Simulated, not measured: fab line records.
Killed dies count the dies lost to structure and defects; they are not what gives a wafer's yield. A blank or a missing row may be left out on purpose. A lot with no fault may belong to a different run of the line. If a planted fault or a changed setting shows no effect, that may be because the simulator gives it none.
Matching of chambers	flow n5Finfet	4 sister chambers for N5_BEOL_M5_STRIP_19 on rieDiel-05
The step strips in O2. 8 wafers are shown with their chamber, then 7 later ones without.

WAFERS, EACH WITH ITS CHAMBER
wafer	chamber	drypumpMotorCurrentA (A)	showerheadPlenumPTorr (Torr)
L083.4	2	6.2	2.13
L085.1	1	5.6	2.15
L085.5	0	5.2	2.03
L087.1	3	5.1	2.06
L087.5	2	6.2	2.13
L087.6	3	5.1	2.06
L093.2	0	5.3	2.02
L093.3	1	5.6	2.14

WAFERS WITH NO CHAMBER GIVEN
wafer	drypumpMotorCurrentA (A)	showerheadPlenumPTorr (Torr)
L093.5	5.1	2.06
L095.1	5.2	2.02
L095.3	5.6	2.14
L095.5	6.2	2.12
L096.1	5.2	2.02
L096.5	5.1	2.05
L096.6	6.2	2.12

CHAMBER TAKEN BY EACH
wafer	from the rows above	in truth
L093.5	3	3
L095.1	0	0
L095.3	1	1
L095.5	2	2
L096.1	0	0
L096.5	3	3
L096.6	2	2
Correctly placed: 7 of 7. Left unplaced by these rows: 0. Placed wrongly: 0.
How it was worked out, from the rows above alone: a wafer's distance from a chamber is the root of the sum, over the readings, of the square of ((its reading less the chamber's mean) divided by the reading's scatter). If the next closest chamber is less than 2 further off than the closest, the wafer can't be placed; otherwise it belongs to the closest. For every chamber, the mean is computed from those of its wafers that are shown. The scatter: the root of (the sum of the squares of (reading less its chamber's mean) over the shown wafers, divided by (wafers less chambers)).
